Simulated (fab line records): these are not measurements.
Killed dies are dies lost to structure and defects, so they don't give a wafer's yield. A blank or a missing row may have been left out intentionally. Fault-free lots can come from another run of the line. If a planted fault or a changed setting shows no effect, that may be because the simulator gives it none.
Chamber matching + flow nandHarc + NHARC_A_STAIRCASE_TRIM_187 on rieDiel-06 has 4 sister chambers
The step chemistry O2, time 211.2 s. 8 wafers are shown with their chamber, then 9 later ones without.

== WAFERS WITH THEIR CHAMBER ==
| wafer  | chamber | showerheadPlenumPTorr (Torr) | throttleValvePct (%) |
|--------|---------|------------------------------|----------------------|
| L078.1 | 3       | 3.42                         | 17.031               |
| L078.5 | 3       | 3.42                         | 17.029               |
| L084.2 | 0       | 3.39                         | 17.035               |
| L084.3 | 2       | 3.75                         | 17.035               |
| L084.5 | 1       | 3.52                         | 17.032               |
| L088.4 | 2       | 3.74                         | 17.038               |
| L088.5 | 1       | 3.51                         | 17.027               |
| L088.6 | 0       | 3.38                         | 17.038               |

== WAFERS MISSING THEIR CHAMBER ==
| wafer  | showerheadPlenumPTorr (Torr) | throttleValvePct (%) |
|--------|------------------------------|----------------------|
| L090.2 | 3.74                         | 17.036               |
| L090.4 | 3.38                         | 17.046               |
| L090.6 | 3.40                         | 17.030               |
| L090.1 | 3.51                         | 17.039               |
| L090.3 | 3.40                         | 17.038               |
| L090.5 | 3.74                         | 17.049               |
| L097.2 | 3.37                         | 17.022               |
| L097.3 | 3.73                         | 17.037               |
| L097.6 | 3.73                         | 17.036               |

== CHAMBER TAKEN BY EACH ==
| wafer  | from the rows above     | in truth                   |
|--------|-------------------------|----------------------------|
| L090.2 | 2                       | 2                          |
| L090.4 | 0                       | 0                          |
| L090.6 | can't be placed: 3 or 0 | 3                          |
| L090.1 | 1                       | 1                          |
| L090.3 | 0                       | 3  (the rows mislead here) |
| L090.5 | 2                       | 2                          |
| L097.2 | 0                       | 0                          |
| L097.3 | 2                       | 2                          |
| L097.6 | 2                       | 2                          |
7 of 9 placed correctly. Unplaceable from these rows: 1, with the true chamber sitting among the candidates in 1. Number placed wrongly: 1.
How it was worked out, from the rows above alone: a wafer's distance from a chamber is the root of the sum, over the readings, of the square of ((its reading less the chamber's mean) divided by the reading's scatter). The wafer belongs to the nearest chamber; if the next one is less than 2 further off, it can't be placed. Each chamber's mean is taken over the wafers shown for it. The scatter: take each reading less its chamber's mean, square it, sum over the shown wafers, divide by the number of wafers less the number of chambers, and take the root.
